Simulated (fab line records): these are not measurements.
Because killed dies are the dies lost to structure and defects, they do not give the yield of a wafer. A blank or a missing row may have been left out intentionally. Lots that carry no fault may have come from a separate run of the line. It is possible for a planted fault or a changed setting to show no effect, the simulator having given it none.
fab line records -- flow nand_harc
record lots=7, wafers=21, last_day=34
route steps=1302 shown A_ONON_D2@567 A_CHANNEL_HOLE_D2@570
lots that met no fault: from a run of the same line without faults
start_h: start of the lot's first displayed wafer, in hours after the record's first day -- wait_h: how many hours have passed since the lot's step before this one -- " same as the row above -- L1.1+2: several wafers, shown together as one row -- - no value present, or no start provided -- * or withheld: withheld -- < > ~ a bound
route shown NAME@n: a module of which the file shows steps, and the number in the route of the first -- usual: mean and standard deviation over wafers with no fault -- same: alike in all rows -- chamber/n: place in a boat -- sites: the reading at each site -- _std_site: standard deviation across them -- _edge_site: inner sites' mean taken away from outer sites' mean -- radius_mm: for every site, how far away it sits from the centre of the wafer -- mask NAME#n: copy n -- behind: the last tool/chamber to shape the wafer -- hold: cause of the lot's hold/its duration in hours/its outcome -- device: the transistor (n, p or np) that didn't switch -- end of line: the same wafers' tests at the end of the route -- a step with no rows: only its recipe -- killed: at the first sort, the dies lost to defects and structure; wafer yield is something else -- map: shows each die of a wafer: x if killed, . if not, _ if none is there
set.NAME: setting as actually run; set.NAME@STEP: the setting as run at that earlier step -- model.NAME: the simulator's own value behind a step, which no gauge read
lots seen at some steps along the route; tables by step, rows by wafer
services: from which hour (start_h, from the record's first day; less than 0 if before it) a tool's chamber was out of use, for how many hours, and why
## steps
# step NHARC_A_ONON_D2_THK_MEAS_34
# recipe thk_meas_gauge=ellipsometry
# usual thk_nm=199.5/2.9
lot.wafer,tool,chamber,start_h,wait_h,thk_nm
L516.3,film_metro-01,-,351.39,-,193.3
L516.4,film_metro-01,-,351.39,-,200.0
L516.6,film_metro-01,-,351.39,-,197.1
L517.1,film_metro-01,-,364.38,-,198.1
L517.5,film_metro-01,-,364.38,-,201.2
L517.6,film_metro-01,-,364.38,-,203.0
L520.2,film_metro-02,-,403.38,0.5,199.7
L520.4,film_metro-02,-,403.38,0.5,199.0
L520.5,film_metro-02,-,403.38,0.5,199.0
L522.1,film_metro-01,-,410.97,-,199.9
L522.5,film_metro-01,-,410.97,-,202.7
L522.6,film_metro-01,-,410.97,-,201.3
L521.1,film_metro-01,-,411.09,-,202.9
L521.2,film_metro-01,-,411.09,-,199.3
L521.3,film_metro-01,-,411.09,-,202.2
L523.1,film_metro-01,-,433.94,-,196.2
L523.4,film_metro-01,-,433.94,-,197.3
L523.6,film_metro-01,-,433.94,-,199.5
L532.1,film_metro-01,-,520.16,-,197.8
L532.2,film_metro-01,-,520.16,-,198.0
L532.6,film_metro-01,-,520.16,-,202.4
# step NHARC_A_ONON_D2_INSPECT_32
# usual raw_defect_count=396/130
lot.wafer,tool,chamber,start_h,wait_h,raw_defect_count
L516.3,defect_inspect-01,-,351.46,0.0,362
L516.4,defect_inspect-01,-,351.46,0.0,305
L516.6,defect_inspect-01,-,351.46,0.0,368
L517.1,defect_inspect-02,-,364.47,0.0,272
L517.5,defect_inspect-02,-,364.47,0.0,314
L517.6,defect_inspect-02,-,364.47,0.0,209
L520.2,defect_inspect-01,-,403.47,0.0,511
L520.4,defect_inspect-01,-,403.47,0.0,585
L520.5,defect_inspect-01,-,403.47,0.0,506
L522.1,defect_inspect-02,-,411.06,0.0,405
L522.5,defect_inspect-02,-,411.06,0.0,341
L522.6,defect_inspect-02,-,411.06,0.0,366
L521.1,defect_inspect-02,-,411.17,0.0,250
L521.2,defect_inspect-02,-,411.17,0.0,334
L521.3,defect_inspect-02,-,411.17,0.0,240
L523.1,defect_inspect-01,-,434.03,0.0,644
L523.4,defect_inspect-01,-,434.03,0.0,720
L523.6,defect_inspect-01,-,434.03,0.0,404
L532.1,defect_inspect-01,-,520.22,0.0,587
L532.2,defect_inspect-01,-,520.22,0.0,330
L532.6,defect_inspect-01,-,520.22,0.0,303
# step NHARC_A_CHANNEL_HOLE_D2_DEP_00
# recipe target_thk_a=31000, temp_c=400, material=aC
# usual throttle_valve_pct=35.002/0.0092
lot.wafer,tool,chamber,start_h,wait_h,throttle_valve_pct
L516.3,acl_dep-02,0,353.06,1.6,35.008
L516.4,acl_dep-02,0,353.06,1.6,34.999
L516.6,acl_dep-02,0,353.06,1.6,34.994
L517.1,acl_dep-02,0,364.54,0.1,34.997
L517.5,acl_dep-02,0,365.79,1.3,34.995
L517.6,acl_dep-02,0,365.79,1.3,35.032
L520.2,acl_dep-02,0,403.85,0.4,34.999
L520.4,acl_dep-02,0,403.85,0.4,35.019
L520.5,acl_dep-02,0,403.85,0.4,35.013
L522.1,acl_dep-02,0,411.83,0.8,35.012
L522.5,acl_dep-02,0,413.11,2.0,34.998
L522.6,acl_dep-02,0,413.11,2.0,35.005
L521.1,acl_dep-01,0,411.93,0.8,34.989
L521.2,acl_dep-01,0,411.93,0.8,34.999
L521.3,acl_dep-01,0,411.93,0.8,35.002
L523.1,acl_dep-01,0,438.08,4.0,34.986
L523.4,acl_dep-01,0,438.08,4.0,35.001
L523.6,acl_dep-01,0,438.08,4.0,35.014
L532.1,acl_dep-01,0,521.12,0.9,34.993
L532.2,acl_dep-01,0,521.12,0.9,35.010
L532.6,acl_dep-01,0,522.71,2.5,35.001
# step NHARC_A_CHANNEL_HOLE_D2_DEP_01
# recipe target_thk_a=1400, target_thk_nm=140, temp_c=400, pressure_torr=3.5, flow_sccm=200, rf_w=350, material=SiON
# usual heater_power_w=735/130, showerhead_vpp_V=1165/59
lot.wafer,tool,chamber,start_h,wait_h,heater_power_w,showerhead_vpp_V
L516.3,pecvd-01,0,354.42,1.0,553,1230
L516.4,pecvd-01,0,354.42,1.0,556,1230
L516.6,pecvd-01,1,354.42,1.0,1042,1150
L517.1,pecvd-02,0,366.50,1.7,645,1184
L517.5,pecvd-02,1,366.50,1.7,754,1168
L517.6,pecvd-02,0,366.50,1.7,645,1181
L520.2,pecvd-01,1,405.46,1.3,997,1158
L520.4,pecvd-01,1,405.46,1.3,983,1162
L520.5,pecvd-01,2,405.46,1.3,644,1212
L522.1,pecvd-03,1,413.80,1.6,856,1171
L522.5,pecvd-03,0,413.80,1.6,775,1088
L522.6,pecvd-03,1,413.80,1.6,844,1146
L521.2,pecvd-01,1,413.84,1.3,1019,1164
L521.1,pecvd-01,2,413.84,1.3,723,1239
L521.3,pecvd-01,0,413.84,1.3,556,1246
L523.1,pecvd-03,2,440.05,1.6,890,1166
L523.4,pecvd-03,2,440.05,1.6,699,1152
L523.6,pecvd-03,0,440.05,1.6,658,1079
L532.1,pecvd-01,1,523.05,1.6,955,1141
L532.2,pecvd-01,2,523.05,1.6,692,1243
L532.6,pecvd-01,0,523.05,1.6,595,1228
# step NHARC_A_CHANNEL_HOLE_D2_DEHYDRATE_02
# recipe temp_c=150, time_s=120
# step NHARC_A_CHANNEL_HOLE_D2_HMDS_03
# recipe time_s=30
# step NHARC_A_CHANNEL_HOLE_D2_COAT_36
# recipe temp_c=260, time_s=75
# step NHARC_A_CHANNEL_HOLE_D2_COAT_37
# recipe temp_c=225, time_s=65
# step NHARC_A_CHANNEL_HOLE_D2_COAT_04
# recipe spin_rpm=1500, resist_thk_nm=90
# step NHARC_A_CHANNEL_HOLE_D2_SOFTBAKE_05
# recipe temp_c=105, time_s=55
# step NHARC_A_CHANNEL_HOLE_D2_EBR_06
# step NHARC_A_CHANNEL_HOLE_D2_EXPOSE_07
# recipe na=1.35, target_cd_nm=100, sigma_outer=0.3, dose_mj=59.65, mask_id=HOLE_D2
# usual exposure_dose_mJ_cm2=59.61/0.067, focus_offset_nm=0.0/0.52, sigma_outer=0.3/0, stage_vel_mm_s=500.01/0.25
lot.wafer,tool,chamber,start_h,wait_h,mask,exposure_dose_mJ_cm2,focus_offset_nm,sigma_outer,stage_vel_mm_s
L516.3,arfi_scanner-02,0,354.99,-,HOLE_D2#0,59.54,-0.8,0.3,500.03
L516.4,arfi_scanner-02,0,354.99,-,HOLE_D2#0,59.54,-0.6,0.3,499.69
L516.6,arfi_scanner-02,0,354.99,-,HOLE_D2#0,59.54,0.7,0.3,499.89
L517.1,arfi_scanner-02,0,366.90,-,HOLE_D2#0,59.62,0.4,0.3,500.32
L517.5,arfi_scanner-02,0,366.90,-,HOLE_D2#0,59.63,0.3,0.3,500.01
L517.6,arfi_scanner-02,0,366.90,-,HOLE_D2#0,59.59,-0.1,0.3,499.95
L520.2,arfi_scanner-02,-,405.92,-,HOLE_D2#0,-,-,-,-
L520.4,arfi_scanner-02,-,405.92,-,HOLE_D2#0,-,-,-,-
L520.5,arfi_scanner-02,-,405.92,-,HOLE_D2#0,-,-,-,-
L522.1,arfi_scanner-01,-,414.35,-,HOLE_D2#0,-,-,-,-
L522.5,arfi_scanner-01,-,414.35,-,HOLE_D2#0,-,-,-,-
L522.6,arfi_scanner-01,-,414.35,-,HOLE_D2#0,-,-,-,-
L521.1,arfi_scanner-03,-,414.50,-,HOLE_D2#0,-,-,-,-
L521.2,arfi_scanner-03,-,414.50,-,HOLE_D2#0,-,-,-,-
L521.3,arfi_scanner-03,-,414.50,-,HOLE_D2#0,-,-,-,-
L523.1,arfi_scanner-01,0,440.60,-,HOLE_D2#0,59.64,0.6,0.3,499.87
L523.4,arfi_scanner-01,0,440.60,-,HOLE_D2#0,59.57,-0.2,0.3,500.17
L523.6,arfi_scanner-01,0,440.60,-,HOLE_D2#0,59.64,-0.6,0.3,499.96
L532.1,arfi_scanner-01,0,523.63,-,HOLE_D2#0,59.59,-0.4,0.3,499.90
L532.2,arfi_scanner-01,0,523.63,-,HOLE_D2#0,59.56,-0.3,0.3,500.03
L532.6,arfi_scanner-01,0,523.63,-,HOLE_D2#0,59.62,-0.2,0.3,499.63
# step NHARC_A_CHANNEL_HOLE_D2_PEB_08
# recipe peb_temp_c=100, peb_time_s=65
## services
tool,chamber,start_h,hours,kind
arfi_scanner-01,-,337.23,0.2,repair
arfi_scanner-01,-,343.51,7.0,repair
arfi_scanner-03,-,357.72,0.3,repair
arfi_scanner-01,-,365.46,2.2,repair
pecvd-03,-,367.44,13.0,pm
arfi_scanner-03,-,368.00,4.0,pm
acl_dep-01,-,373.23,13.0,pm
pecvd-02,1,386.20,9.0,repair
arfi_scanner-01,-,400.47,2.2,repair
arfi_scanner-03,-,401.19,0.7,repair
pecvd-02,-,408.34,13.0,pm
arfi_scanner-01,-,412.95,0.9,repair
arfi_scanner-01,-,424.00,4.0,pm
acl_dep-02,-,425.79,13.0,pm
pecvd-01,-,429.33,1.6,repair
arfi_scanner-01,-,444.76,0.5,repair
arfi_scanner-03,-,451.15,1.3,repair
pecvd-03,-,479.78,0.7,repair
arfi_scanner-02,-,484.00,4.0,pm
pecvd-01,-,492.00,13.0,pm
arfi_scanner-03,-,493.23,6.1,repair
pecvd-03,0,498.29,20.0,repair
arfi_scanner-02,-,504.10,41.1,repair
pecvd-02,-,505.33,0.4,repair
## key
first_sign step=NHARC_A_CHANNEL_HOLE_D2_EXPOSE_07, reading=tool_record, direction=missing
effect none on later readings
met_at NHARC_A_CHANNEL_HOLE_D2_EXPOSE_07
struck_wafers L520.2,L520.4,L520.5,L521.1,L521.2,L521.3,L522.1,L522.5,L522.6
later_rows_left_out L520.2,L520.4,L520.5,L521.1,L521.2,L521.3,L522.1,L522.5,L522.6
sort_left_out L520.2,L520.4,L520.5,L521.1,L521.2,L521.3,L522.1,L522.5,L522.6
tester_left_out L520,L521,L522
onset_between 366.90 405.92
fault kind=skipped_step_whole, tool=arfi_scanner-01,arfi_scanner-02,arfi_scanner-03, chamber=-, onset_h=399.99, steps=NHARC_A_CHANNEL_HOLE_D2_EXPOSE_07, scope=struck_lots_only
# tester_left_out: of these lots the tester's yield and bins aren't shown, on N5 and GAA mostly nor the transistor test; their killed dies are dies lost to structure and defects alone, not to doping, threshold or leakage, so they don't give the yield
# sort_left_out: the simulated sort isn't trusted on such a fault, so these wafers' sort isn't shown, and their yield isn't known
# later_rows_left_out: the simulator's readings of these wafers behind a module that went badly wrong aren't trusted and aren't shown, but for the sort
